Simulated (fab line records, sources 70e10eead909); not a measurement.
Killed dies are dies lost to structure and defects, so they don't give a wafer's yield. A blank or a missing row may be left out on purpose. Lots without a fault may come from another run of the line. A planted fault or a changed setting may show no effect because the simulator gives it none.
fab line records | flow nand_harc
record lots=12 wafers=36 last_day=34
route steps=1302 shown A_CHANNEL_HOLE_D1@474 A_CHANNEL_FILL_D1@504 END@1302
lots that met no fault: from a run of the same line without faults
start_h: hours from the record's first day to the start of the lot's first wafer shown | wait_h: hours since the lot's step before | " the same as in the row above | L1.1+2: a row that stands for several wafers | - no value, or no start given | * or withheld: withheld | < > ~ a bound
route shown NAME@n: a module of which the file shows steps, and the number in the route of the first | usual: mean/standard deviation of fault-free wafers | same: alike in all rows | chamber/n: place in a boat | sites: the reading at each site | _std_site: their standard deviation | _edge_site: outer sites' mean less inner sites' | radius_mm: how far each site lies from the wafer's centre | mask NAME#n: copy n | behind: the tool/chamber that last shaped the wafer | hold: why the lot was held/for how many hours/how that ended | device: the transistor (n, p or np) that didn't switch | end of line: the same wafers' tests at the end of the route | a step without rows: its recipe alone | killed: dies lost to structure and defects at the first sort, not the wafer's yield | map: a wafer's dies, x killed, . not, _ none there
set.NAME: the setting as run; set.NAME@STEP: as run at that earlier step | model.NAME: the simulator's own value behind a step, which no gauge read
steps of the route over a sample of lots; a table a step, a row a wafer
services: from which hour (start_h, from the record's first day; less than 0 if before it) a tool's chamber was out of use, for how many hours, and why
## steps
# step NHARC_A_CHANNEL_HOLE_D1_ETCH_22
# recipe bias_v=3000 source_w=withheld pressure_mtorr=20 time_s=666.7 ar_flow_sccm=375 c4f8_flow_sccm=89.3 o2_flow_sccm=35.7 temp_c=-20 target_depth_a=16000 chemistry=C4F8/O2/Ar
# usual drypump_motor_current_A=5.8/0.83 showerhead_plenum_p_Torr=3.59/0.093 throttle_valve_pct=32.154/0.0086
# columns lot.wafer tool chamber start_h wait_h drypump_motor_current_A rf_hours_counter_h showerhead_plenum_p_Torr throttle_valve_pct
L971.1 har_etch-01 1 193.43 0.4 4.9 88 3.52 32.136
L971.5 " 0 " " 6.7 - 3.60 32.157
L971.6 " 1 " " 5.0 - 3.52 32.150
L972.2 har_etch-02 0 199.28 0.4 6.5 299 3.72 32.142
L972.1 " 1 " " 5.0 299 3.66 32.157
L972.5 " 1 " " 5.0 - 3.66 32.169
L975.1 har_etch-01 0 225.08 0.4 6.7 108 3.59 32.155
L975.3 " 0 " " 6.7 - 3.59 32.153
L975.5 " 0 " " 6.7 - 3.59 32.157
L974.1 har_etch-02 1 226.27 0.4 5.0 318 3.65 32.162
L974.3 " 1 " " 5.0 - 3.65 32.159
L974.6 " 1 " " 5.0 - 3.65 32.167
L979.2 har_etch-02 1 265.56 0.4 5.0 341 3.64 32.161
L979.1 " 0 " " 6.5 341 3.69 32.157
L979.4 " 0 " " 6.5 - 3.70 32.152
L984.3 har_etch-02 1 334.70 0.4 5.0 - 3.62 32.148
L984.6 " 1 " " 5.0 - 3.62 32.150
L984.5 " 0 " " 6.5 - 3.67 32.156
L987.1 har_etch-01 0 349.04 0.4 6.7 180 3.55 32.161
L987.3 " 1 " " 5.0 - 3.47 32.152
L987.5 " 0 " " 6.7 - 3.55 32.156
L989.2 har_etch-01 1 380.82 0.4 5.0 199 3.47 32.139
L989.6 " 1 " " 5.0 - 3.46 32.149
L989.5 " 0 " " 6.8 - 3.54 32.148
L990.2 har_etch-01 1 384.96 0.4 5.0 203 3.46 32.164
L990.4 " 0 " " 6.8 - 3.54 32.166
L990.5 " 0 " " 6.8 - 3.54 32.160
L991.1 har_etch-01 0 389.22 0.4 6.7 207 3.54 32.156
L991.3 " 0 " " 6.8 - 3.53 32.156
L991.6 " 0 " " 6.7 - 3.53 32.155
L992.1 har_etch-02 1 402.53 0.4 5.0 5 3.93 32.161
L992.2 " 0 " " 6.5 5 3.66 32.162
L992.3 " 0 " " 6.5 - 3.66 32.164
L993.1 har_etch-01 1 411.88 0.4 5.0 218 3.45 32.161
L993.2 " 0 " " 6.7 218 3.53 32.150
L993.3 " 0 " " 6.8 - 3.53 32.140
# step NHARC_A_CHANNEL_HOLE_D1_STRIP_27
# recipe o2_flow_sccm=500 ar_flow_sccm=0 bias_w=0 chemistry=O2
# usual drypump_motor_current_A=5.7/0.44 oes_product_au=1.000/0.0092 rf_vpp_V=57.6/0.93 showerhead_plenum_p_Torr=3.47/0.12 throttle_valve_pct=17.036/0.0091
# columns lot.wafer tool chamber start_h wait_h drypump_motor_current_A oes_product_au rf_hours_counter_h rf_vpp_V showerhead_plenum_p_Torr throttle_valve_pct
L971.1 rie_diel-10 2 - - 5.2 1.006 34 56.7 3.58 17.040
L971.6 " 0 " " 5.8 1.022 - 57.5 3.52 17.030
L971.5 " 1 " " 5.6 0.996 - 57.8 3.31 17.029
L972.2 rie_diel-13 3 - - 5.4 0.993 2 58.2 3.63 17.033
L972.1 " 2 " " 5.3 0.989 3 57.7 3.56 17.038
L972.5 " 2 " " 5.3 0.990 - 58.2 3.56 17.038
L975.3 rie_diel-13 3 - - 5.4 0.991 5 58.6 3.63 17.032
L975.1 " 0 " " 5.8 1.003 2 57.7 3.33 17.042
L975.5 " 2 " " 5.3 0.993 - 58.0 3.55 17.050
L974.3 rie_diel-01 2 - - 6.1 0.994 4 59.7 3.41 17.035
L974.1 " 3 " " 5.7 1.010 6 57.4 3.44 17.020
L974.6 " 0 " " 5.5 1.002 - 58.4 3.49 17.040
L979.2 rie_diel-13 3 - - 5.4 0.999 8 57.9 3.63 17.043
L979.1 " 1 " " 6.5 1.004 8 58.5 3.35 17.056
L979.4 " 2 " " 5.3 0.986 9 57.8 3.55 17.041
L984.3 rie_diel-13 1 - - 6.5 1.011 13 56.8 3.35 17.039
L984.5 " 2 " " 5.3 0.989 - 58.0 3.55 17.042
L984.6 " 3 " " 5.4 0.993 - 56.3 3.63 17.049
L987.1 rie_diel-13 2 - - 5.3 1.005 0 58.9 3.55 17.032
L987.3 " 0 " " 5.8 0.981 0 56.8 3.33 17.038
L987.5 " 2 " " 5.3 1.007 - 58.6 3.55 17.050
L989.2 rie_diel-13 1 - - 6.5 1.001 2 57.3 3.35 17.046
L989.5 " 0 " " 5.8 0.984 - 57.1 3.33 17.021
L989.6 " 1 " " 6.5 1.000 - 56.6 3.35 17.035
L990.2 rie_diel-13 1 - - 6.6 1.001 2 56.9 3.35 17.040
L990.4 " 2 " " 5.3 1.001 2 58.4 3.55 17.051
L990.5 " 1 " " 6.5 0.996 - 59.1 3.35 17.044
L991.3 rie_diel-13 0 - - 5.8 0.990 2 57.2 3.32 17.056
L991.1 " 1 " " 6.5 1.007 2 57.2 3.35 17.047
L991.6 " 0 " " 5.8 0.996 - 57.9 3.32 17.036
L992.1 rie_diel-10 1 - - 5.6 0.998 41 57.5 3.28 17.045
L992.2 " 2 " " 5.2 1.007 46 57.3 3.54 17.041
L992.3 " 3 " " 6.0 1.015 54 58.1 3.53 17.047
L993.2 rie_diel-13 3 - - 5.4 1.009 3 57.4 3.63 17.022
L993.1 " 0 " " 5.8 1.001 3 57.4 3.32 17.037
L993.3 " 2 " " 5.3 0.996 4 57.3 3.55 17.021
# step NHARC_A_CHANNEL_HOLE_D1_XSEM_31
# recipe landing_energy_ev=35000
# usual bot_cd_nm=74.2/1.3 bow_nm=8.64/0.26 tilt_deg=0.06/0.044
# columns lot.wafer tool chamber start_h wait_h bot_cd_nm bow_nm tilt_deg
L971.1 xsem-02 0 198.22 0.1 76.3 8.02 0.03
L971.5 " 0 " " 75.4 8.10 0.03
L971.6 " 0 " " 74.5 8.06 0.03
L972.1 xsem-01 0 204.19 0.1 75.8 8.99 0.11
L972.2 " 0 " " 72.8 8.87 0.11
L972.5 " 0 " " 72.1 8.90 0.11
L975.1 xsem-01 0 229.81 0.1 73.9 9.00 0.06
L975.3 " 0 " " 72.0 9.04 0.06
L975.5 " 0 " " 71.5 8.94 0.06
L974.1 xsem-02 0 231.03 0.1 74.6 8.52 0.09
L974.3 " 0 " " 73.8 8.58 0.09
L974.6 " 0 " " 73.0 8.63 0.09
L979.1 xsem-01 0 270.31 0.1 75.5 8.45 0.11
L979.2 " 0 " " 73.2 8.45 0.11
L979.4 " 0 " " 74.2 8.55 0.11
L984.3 xsem-01 0 339.26 0.1 74.2 8.13 0.05
L984.5 " 0 " " 76.1 8.09 0.05
L984.6 " 0 " " 73.7 8.07 0.05
L987.1 xsem-02 0 353.80 0.1 73.9 9.20 0.07
L987.3 " 0 " " 73.2 9.30 0.07
L987.5 " 0 " " 73.3 9.15 0.07
L989.2 xsem-02 0 385.55 0.1 73.8 8.77 0.08
L989.5 " 0 " " 76.3 8.74 0.09
L989.6 " 0 " " 74.9 8.80 0.08
L990.2 xsem-01 0 389.70 0.1 76.9 8.44 0.01
L990.4 " 0 " " 74.2 8.38 0.01
L990.5 " 0 " " 76.1 8.43 0.01
L991.1 xsem-02 0 394.01 0.1 74.8 8.91 0.04
L991.3 " 0 " " 73.9 8.89 0.04
L991.6 " 0 " " 74.1 8.82 0.04
L992.1 xsem-01 0 407.28 0.1 75.3 8.55 0.16
L992.2 " 0 " " 74.7 8.57 0.17
L992.3 " 0 " " 73.8 8.57 0.17
L993.1 xsem-02 0 416.63 0.1 77.4 8.72 0.11
L993.2 " 0 " " 73.8 8.64 0.11
L993.3 " 0 " " 72.8 8.58 0.11
# step NHARC_A_CHANNEL_FILL_D1_CVD_05
# recipe target_thk_a=50 temp_c=550 material=poly-Si
# usual spike_tc_bottom_C=571.6/2.9 spike_tc_centre_C=550.9/1.3 spike_tc_upper_C=550.3/1.6 zone_power_bottom_pct=9.7/1.4 zone_power_centre_pct=7.9/0.84
# columns lot.wafer tool chamber start_h wait_h spike_tc_bottom_C spike_tc_centre_C spike_tc_upper_C zone_power_bottom_pct zone_power_centre_pct
L971.1 lpcvd_poly-03 0 227.37 2.3 566.4 549.7 548.2 8.8 7.1
L971.5 " 0 " " 568.3 551.0 549.6 8.5 7.1
L971.6 " 0 " " 567.4 550.6 547.7 8.8 7.0
L972.1 lpcvd_poly-01 0 234.48 - 575.3 552.0 553.1 9.2 7.9
L972.2 " 0 " " 573.6 551.2 551.6 9.0 8.1
L972.5 " 0 " " 572.4 550.9 553.3 9.2 8.0
L974.1 lpcvd_poly-04 - 256.98 2.4 - - - - -
L974.3 " - " " - - - - -
L974.6 " - " " - - - - -
L975.1 lpcvd_poly-04 - 256.98 2.5 - - - - -
L975.3 " - " " - - - - -
L975.5 " - " " - - - - -
L979.1 lpcvd_poly-03 0 296.64 2.3 568.9 549.6 548.6 8.5 7.1
L979.2 " 0 " " 568.7 550.8 550.4 8.6 7.2
L979.4 " 0 " " 568.7 550.3 550.6 8.7 7.0
L984.3 lpcvd_poly-01 0 366.04 2.3 574.8 552.0 552.5 9.2 7.9
L984.5 " 0 " " 575.0 551.9 551.3 9.2 7.9
L984.6 " 0 " " 572.9 551.2 552.9 9.0 8.0
L987.1 lpcvd_poly-04 0 381.47 2.4 573.8 552.2 551.9 12.1 9.1
L987.3 " 0 " " 573.3 553.4 552.2 11.9 9.1
L987.5 " 0 " " 574.4 551.8 550.7 11.9 9.2
L989.2 lpcvd_poly-03 0 416.83 2.3 568.8 550.1 549.6 8.7 7.1
L989.5 " 0 " " 568.9 549.5 547.9 8.7 7.1
L989.6 " 0 " " 567.4 549.7 549.0 8.6 6.9
L990.2 lpcvd_poly-03 0 416.83 2.3 567.8 550.2 549.6 8.5 7.1
L990.4 " 0 " " 566.7 553.4 549.4 8.6 7.1
L990.5 " 0 " " 570.4 550.0 549.6 8.5 7.0
L991.1 lpcvd_poly-03 0 422.25 2.3 568.1 550.6 548.5 8.8 7.1
L991.3 " 0 " " 568.8 550.4 549.0 8.8 7.0
L991.6 " 0 " " 568.1 548.9 547.4 8.6 7.0
L992.1 lpcvd_poly-04 0 434.67 2.4 574.7 553.4 552.6 12.1 9.2
L992.2 " 0 " " 574.1 552.9 551.7 12.2 9.1
L992.3 " 0 " " 575.3 552.6 549.8 12.1 9.2
L993.1 lpcvd_poly-04 0 444.03 2.4 574.1 552.1 548.5 11.9 9.2
L993.2 " 0 " " 573.1 549.6 550.9 12.1 9.3
L993.3 " 0 " " 575.9 551.9 551.3 12.0 9.1
# step NHARC_END_SORT_01
# recipe temp_c=25
# usual killed_at_array=52/18 killed_at_other=0.6/0.83 killed_at_periphery=4.3/2.8 killed_dies=57/19 killed_open=3.4/2 killed_short=2.5/1.7
# same gross_dies=677
# columns lot.wafer tool chamber start_h wait_h killed_at_array killed_at_other killed_at_periphery killed_dies killed_open killed_short
L974.1 prober-02 0 588.38 2.5 665 0 12 677 10 3
L974.3 prober-02 0 589.99 3.1 668 0 9 677 4 0
L974.6 prober-02 0 592.40 4.0 667 0 10 677 3 3
L975.1 prober-02 0 596.22 2.5 673 0 4 677 3 5
L975.3 prober-02 0 597.82 3.1 674 1 2 677 7 6
L975.5 prober-02 0 599.43 3.7 677 0 0 677 3 3
# killed by level:class
L974.1 A_CHANNEL_FILL_D1:area_cvd=597 A_CHANNEL_HOLE_D1:chamber_film_flake=32 A_SLIT:chamber_film_flake=19 P_GATE:chamber_film_flake=5 A_CONTACT:chamber_film_flake=4 A_CHANNEL_HOLE_D2:chamber_film_flake=4 P_STI:geometric_particle:open=2 P_CONTACT:geometric_particle:open=2
L974.3 A_CHANNEL_FILL_D1:area_cvd=605 A_CHANNEL_HOLE_D1:chamber_film_flake=32 A_SLIT:chamber_film_flake=13 A_CHANNEL_HOLE_D2:chamber_film_flake=7 P_GATE:chamber_film_flake=5 A_STAIRCASE:chamber_film_flake=4 A_CONTACT:chamber_film_flake=4 P_CONTACT:geometric_particle:open=2
L974.6 A_CHANNEL_FILL_D1:area_cvd=596 A_CHANNEL_HOLE_D1:chamber_film_flake=40 A_SLIT:chamber_film_flake=19 P_GATE:chamber_film_flake=8 A_CONTACT:chamber_film_flake=3 P_GATE:geometric_particle:short=1 A_ONON_D1:geometric_particle:open=1 A_CHANNEL_FILL_D1:geometric_particle:short=1
L975.1 A_CHANNEL_FILL_D1:area_cvd=606 A_CHANNEL_HOLE_D2:chamber_film_flake=37 A_SLIT:chamber_film_flake=19 A_CONTACT:chamber_film_flake=3 P_GATE:geometric_particle:short=2 A_STAIRCASE:chamber_film_flake=2 P_GATE:geometric_particle:open=1 A_ONON_D2:geometric_particle:short=1
L975.3 A_CHANNEL_FILL_D1:area_cvd=596 A_CHANNEL_HOLE_D2:chamber_film_flake=43 A_SLIT:chamber_film_flake=14 A_CHANNEL_HOLE_D1:geometric_particle:open=2 A_CHANNEL_HOLE_D2:geometric_particle:short=2 P_GATE:chamber_film_flake=2 A_CHANNEL_HOLE_D1:chamber_film_flake=2 A_CONTACT:chamber_film_flake=2
L975.5 A_CHANNEL_FILL_D1:area_cvd=619 A_CHANNEL_HOLE_D2:chamber_film_flake=30 A_SLIT:chamber_film_flake=15 A_STAIRCASE:chamber_film_flake=3 A_SGD_CUT:chamber_film_flake=2 A_ONON_D1:geometric_particle:short=1 A_CHANNEL_HOLE_D1:geometric_particle:short=1 A_CHANNEL_HOLE_D1:geometric_particle:open=1
## services
# columns tool chamber start_h hours kind
rie_diel-13 0 202.66 15.2 repair
rie_diel-01 - 205.61 9.0 pm
rie_diel-10 - 247.43 9.0 pm
rie_diel-13 3 252.32 1.5 repair
rie_diel-01 1 261.34 14.6 repair
lpcvd_poly-03 - 267.74 3.4 repair
rie_diel-01 3 274.94 3.1 repair
rie_diel-13 0 285.25 3.4 repair
rie_diel-10 0 288.44 21.7 repair
rie_diel-01 - 309.30 0.6 repair
rie_diel-13 2 316.63 7.3 repair
xsem-02 - 322.58 0.1 repair
har_etch-02 - 339.45 2.7 repair
rie_diel-13 - 342.21 9.0 pm
xsem-01 - 374.00 14.0 pm
rie_diel-13 0 375.05 7.5 repair
har_etch-02 - 377.04 17.0 pm
rie_diel-13 2 381.59 2.0 repair
rie_diel-01 - 382.61 9.0 pm
lpcvd_poly-03 - 387.59 26.0 pm
rie_diel-13 3 390.08 12.7 repair
rie_diel-10 1 393.31 7.2 repair
rie_diel-10 - 424.43 9.0 pm
rie_diel-01 2 443.63 9.3 repair
## key
first_sign step=NHARC_A_CHANNEL_FILL_D1_CVD_05 reading=tool_record direction=missing
effect step=NHARC_END_SORT_01 reading=killed_at_array direction=up sigmas=34 usual=52 struck=671
more_kills_born_at NHARC_A_CHANNEL_FILL_D1_CVD_05@lpcvd_poly-04=3619
met_at NHARC_A_CHANNEL_FILL_D1_CVD_05
struck_lots L974,L975
later_rows_left_out L974.1,L974.3,L974.6,L975.1,L975.3,L975.5
tester_left_out L974,L975
not_acting_at NHARC_A_CHANNEL_HOLE_D1_ETCH_22,NHARC_A_CHANNEL_HOLE_D1_STRIP_27,NHARC_A_CHANNEL_HOLE_D1_XSEM_31
fault kind=skipped_step_whole tool=lpcvd_poly-04 chamber=- onset_h=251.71 steps=NHARC_A_CHANNEL_FILL_D1_CVD_05 scope=struck_lots_only
# tester_left_out: of these lots the tester's yield and bins aren't shown, on N5 and GAA mostly nor the transistor test; their killed dies are dies lost to structure and defects alone, not to doping, threshold or leakage, so they don't give the yield
# later_rows_left_out: the simulator's readings of these wafers behind a module that went badly wrong aren't trusted and aren't shown, but for the sort
